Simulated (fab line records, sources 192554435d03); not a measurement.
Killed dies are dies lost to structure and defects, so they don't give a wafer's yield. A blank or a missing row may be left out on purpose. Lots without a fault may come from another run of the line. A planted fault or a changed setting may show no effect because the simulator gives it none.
Which tool did it? | flow n5_finfet | 8 lots, 24 wafers sampled, at 7 steps of a route of 1938

WHAT THE GAUGES READ, wafer by wafer
N5_BEOL_M6_OCD_MEAS_38.
lot  | measured     | on     | trench_depth_nm (nm)
L888 | day 10 12:13 | ocd-02 | 92.4 92.5 92.9
L895 | day 13 03:14 | ocd-01 | 95.0 92.9 92.4
L902 | day 14 17:44 | ocd-01 | 87.0 86.5 87.9
L901 | day 14 22:43 | ocd-02 | 88.7 86.8 87.9
L905 | day 15 06:22 | ocd-01 | 92.9 94.0 92.0
L911 | day 16 10:08 | ocd-01 | 94.0 95.4 94.4
L910 | day 16 13:58 | ocd-02 | 96.6 95.5 95.9
L909 | day 17 07:55 | ocd-02 | 92.7 93.9 94.2

N5_BEOL_M6_THK_MEAS_53: measures by xrf.
lot  | measured     | on            | M6_THK (nm)
L888 | day 10 15:06 | film_metro-01 | 78.6 78.6 79.0
L895 | day 13 05:54 | film_metro-02 | 81.9 77.8 77.9
L902 | day 14 20:10 | film_metro-02 | 74.7 72.8 74.5
L901 | day 15 00:59 | film_metro-02 | 73.9 73.5 75.2
L905 | day 15 09:08 | film_metro-01 | 80.5 81.7 79.7
L911 | day 16 12:43 | film_metro-02 | 80.0 79.2 79.4
L910 | day 16 17:56 | film_metro-02 | 81.3 82.8 82.4
L909 | day 17 13:07 | film_metro-01 | 80.0 81.7 83.5

N5_BEOL_M6_RS_MEAS_57: measures by four-point-probe.
lot  | measured     | on            | M6_RS (ohm/sq)
L888 | day 10 15:16 | film_metro-02 | 0.296 0.295 0.294
L895 | day 13 06:02 | film_metro-01 | 0.279 0.295 0.296
L902 | day 14 20:19 | film_metro-01 | 0.313 0.320 0.313
L901 | day 15 01:07 | film_metro-02 | 0.314 0.318 0.308
L905 | day 15 09:16 | film_metro-02 | 0.292 0.286 0.295
L911 | day 16 12:51 | film_metro-01 | 0.285 0.287 0.288
L910 | day 16 18:04 | film_metro-01 | 0.281 0.275 0.276
L909 | day 17 13:15 | film_metro-02 | 0.291 0.283 0.278

WHICH TOOL RAN EACH LOT (tool, then ch and the chambers of the sampled wafers, then the start)
lot  | N5_BEOL_M6_ETCH_72                 | N5_BEOL_M6_ETCH_65                 | N5_BEOL_M6_STRIP_36                | N5_BEOL_M6_TRENCH_ETCH_37
L888 | rie_diel-04 ch 1,3, day 10 11:49   | rie_diel-04 ch 1,3, day 10 11:50   | rie_diel-04 ch 1,3, day 10 12:01   | rie_diel-04 ch 1,3, day 10 12:04
L895 | rie_diel-02 ch 0,1,3, day 13 02:50 | rie_diel-02 ch 0,1,3, day 13 02:52 | rie_diel-02 ch 0,1,3, day 13 03:02 | rie_diel-02 ch 0,1,3, day 13 03:05
L902 | rie_diel-02 ch 0,2,3, day 14 17:20 | rie_diel-02 ch 0,2,3, day 14 17:21 | rie_diel-02 ch 0,2,3, day 14 17:32 | rie_diel-02 ch 0,2,3, day 14 17:34
L901 | rie_diel-02 ch 0,1,2, day 14 22:19 | rie_diel-02 ch 0,1,2, day 14 22:20 | rie_diel-02 ch 0,1,2, day 14 22:31 | rie_diel-02 ch 0,1,2, day 14 22:34
L905 | rie_diel-04 ch 1,2,3, day 15 05:59 | rie_diel-04 ch 1,2,3, day 15 05:59 | rie_diel-04 ch 1,2,3, day 15 06:10 | rie_diel-04 ch 1,2,3, day 15 06:13
L911 | rie_diel-04 ch 1,3, day 16 09:44   | rie_diel-04 ch 1,3, day 16 09:45   | rie_diel-04 ch 1,3, day 16 09:56   | rie_diel-04 ch 1,3, day 16 09:58
L910 | rie_diel-04 ch 0,3, day 16 13:35   | rie_diel-04 ch 0,3, day 16 13:35   | rie_diel-04 ch 0,3, day 16 13:46   | rie_diel-04 ch 0,3, day 16 13:49
L909 | rie_diel-05 ch 1,3, day 17 07:31   | rie_diel-05 ch 1,3, day 17 07:32   | rie_diel-05 ch 1,3, day 17 07:43   | rie_diel-05 ch 1,3, day 17 07:46
- N5_BEOL_M6_ETCH_72: etches underlayer in N2/H2, target depth 6.5 nm, time 5.2 s.
- N5_BEOL_M6_ETCH_65: etches SiARC in CF4, target depth 15.6 nm, time 26 s.
- N5_BEOL_M6_STRIP_36: strips in N2/H2.
- N5_BEOL_M6_TRENCH_ETCH_37: etches SiCOH lowk in C4F6/O2, target depth 94.435 nm, time 31.5 s.

WHAT THE TOOLS THEMSELVES READ (means of the sampled wafers that have a number; where no wafer has one, the mark that the record gives instead)
N5_BEOL_M6_ETCH_72.
lot  | tool        | drypump_motor_current_A (A) | etch_rf_on_time_s (s) | oes_product_au (a.u.) | rf_fwd_power_W (W) | rf_vpp_V (V) | showerhead_plenum_p_Torr (Torr) | throttle_valve_pct (%)
L888 | rie_diel-04 | 5.3                         | 5.24                  | 0.58                  | 817.5              | 525.4        | 2.62                            | 17.94
L895 | rie_diel-02 | 5.9                         | 5.13                  | 0.70                  | 816.4              | 525.1        | 2.56                            | 17.85
L902 | rie_diel-02 | 5.6                         | 5.26                  | 0.68                  | 820.3              | 524.6        | 2.55                            | 17.94
L901 | rie_diel-02 | 5.6                         | 5.26                  | 0.61                  | 818.0              | 523.4        | 2.52                            | 18.06
L905 | rie_diel-04 | 5.6                         | 5.19                  | 0.72                  | 818.5              | 523.3        | 2.57                            | 17.72
L911 | rie_diel-04 | 5.3                         | 5.16                  | 0.76                  | 821.3              | 525.9        | 2.60                            | 17.58
L910 | rie_diel-04 | 5.8                         | 5.08                  | 0.75                  | 819.9              | 523.0        | 2.52                            | 17.59
L909 | rie_diel-05 | 6.0                         | 5.24                  | 0.63                  | 819.2              | 521.9        | 2.50                            | 17.68

N5_BEOL_M6_ETCH_65.
lot  | tool        | drypump_motor_current_A (A) | etch_rf_on_time_s (s) | oes_product_au (a.u.) | rf_fwd_power_W (W) | rf_vpp_V (V) | showerhead_plenum_p_Torr (Torr) | throttle_valve_pct (%)
L888 | rie_diel-04 | 5.4                         | 26.2                  | 0.58                  | 528.7              | 185.1        | 2.20                            | 15.72
L895 | rie_diel-02 | 5.9                         | 25.9                  | 0.70                  | 532.5              | 183.9        | 2.15                            | 15.59
L902 | rie_diel-02 | 5.6                         | 26.1                  | 0.68                  | 531.0              | 183.7        | 2.15                            | 15.65
L901 | rie_diel-02 | 5.6                         | 26.1                  | 0.62                  | 532.2              | 184.2        | 2.13                            | 15.82
L905 | rie_diel-04 | 5.6                         | 25.9                  | 0.72                  | 531.8              | 185.0        | 2.16                            | 15.47
L911 | rie_diel-04 | 5.3                         | 25.8                  | 0.77                  | 533.8              | 184.8        | 2.18                            | 15.31
L910 | rie_diel-04 | 5.8                         | 25.5                  | 0.74                  | 532.3              | 183.2        | 2.12                            | 15.30
L909 | rie_diel-05 | 6.0                         | 26.2                  | 0.63                  | 531.3              | 184.3        | 2.11                            | 15.56

N5_BEOL_M6_STRIP_36.
lot  | tool        | bias_power_w (W) | drypump_motor_current_A (A) | oes_product_au (a.u.) | rf_vpp_V (V) | showerhead_plenum_p_Torr (Torr) | temp_c (C) | throttle_valve_pct (%)
L888 | rie_diel-04 | 7.003            | 5.3                         | 0.68                  | 60.2         | 2.62                            | 39.88      | 23.70
L895 | rie_diel-02 | 6.997            | 5.9                         | 0.82                  | 60.1         | 2.56                            | 40.01      | 23.66
L902 | rie_diel-02 | 6.973            | 5.7                         | 0.79                  | 59.7         | 2.55                            | 40.01      | 23.77
L901 | rie_diel-02 | 7.002            | 5.6                         | 0.72                  | 59.8         | 2.52                            | 40.18      | 23.85
L905 | rie_diel-04 | 7.010            | 5.6                         | 0.84                  | 59.6         | 2.56                            | 39.93      | 23.51
L911 | rie_diel-04 | 7.008            | 5.3                         | 0.90                  | 58.6         | 2.60                            | 40.03      | 23.42
L910 | rie_diel-04 | 6.974            | 5.8                         | 0.87                  | 58.5         | 2.51                            | 39.94      | 23.48
L909 | rie_diel-05 | 6.993            | 6.0                         | 0.74                  | 59.2         | 2.50                            | 39.98      | 23.33

N5_BEOL_M6_TRENCH_ETCH_37.
lot  | tool        | drypump_motor_current_A (A) | oes_product_au (a.u.) | rf_fwd_power_W (W) | rf_vpp_V (V) | showerhead_plenum_p_Torr (Torr) | throttle_valve_pct (%)
L888 | rie_diel-04 | 5.4                         | 0.68                  | 340.3              | 666          | 2.93                            | 20.99
L895 | rie_diel-02 | 5.9                         | 0.81                  | 339.5              | 671          | 2.86                            | 20.91
L902 | rie_diel-02 | 5.6                         | 0.76                  | 277.9              | 743          | 2.86                            | 20.95
L901 | rie_diel-02 | 5.6                         | 0.69                  | 277.5              | 744          | 2.83                            | 21.09
L905 | rie_diel-04 | 5.6                         | 0.84                  | 341.6              | 665          | 2.88                            | 20.79
L911 | rie_diel-04 | 5.4                         | 0.90                  | 340.7              | 666          | 2.91                            | 20.68
L910 | rie_diel-04 | 5.8                         | 0.87                  | 341.0              | 661          | 2.82                            | 20.65
L909 | rie_diel-05 | 6.0                         | 0.74                  | 339.5              | 668          | 2.81                            | 20.79

THE ANSWER, worked out from the rows above alone
Rule: what is usual is taken from the lots themselves. Put in order of their means at a reading, lots are off if they are a third of the lots or fewer, leave a main group of 4 or more, and stand apart from it by a gap of 3 or more times the standard deviation of the main group's means; of several such gaps the widest counts. A main group whose means are all the same, to the digits that the tables above print for the reading, isn't used. A lot without any number at a reading at which 4 lots or more have one is off too. The other lots that the step has rows for count as sound. The gauges are gone through in route order, then the tools' own readings, and for those a lot's mean is taken as printed above. The first step at which some lot is off is used, and at that step the reading that is off furthest; a lot without a number counts as furthest.
Off: L902, L901, at N5_BEOL_M6_OCD_MEAS_38 (trench_depth_nm). The main group: mean 93.9 nm, standard deviation 1.1.
A tool fits if, at a process step before that reading, it ran every lot that is off, and no sound lot after the first of them. The gauges at N5_BEOL_M6_OCD_MEAS_38 aren't tried: what is off there is off at N5_BEOL_M6_THK_MEAS_53 too, on other tools, and a gauge's error can't cause that. One fits: rie_diel-02 at N5_BEOL_M6_ETCH_72 and N5_BEOL_M6_ETCH_65 and N5_BEOL_M6_STRIP_36 and N5_BEOL_M6_TRENCH_ETCH_37. At N5_BEOL_M6_ETCH_72 its last sound lot is L895 (day 13 02:50), its first lot that is off L902 (day 14 17:20): a fault that began between those two fits.

WHAT THE SIMULATOR HAD PUT IN
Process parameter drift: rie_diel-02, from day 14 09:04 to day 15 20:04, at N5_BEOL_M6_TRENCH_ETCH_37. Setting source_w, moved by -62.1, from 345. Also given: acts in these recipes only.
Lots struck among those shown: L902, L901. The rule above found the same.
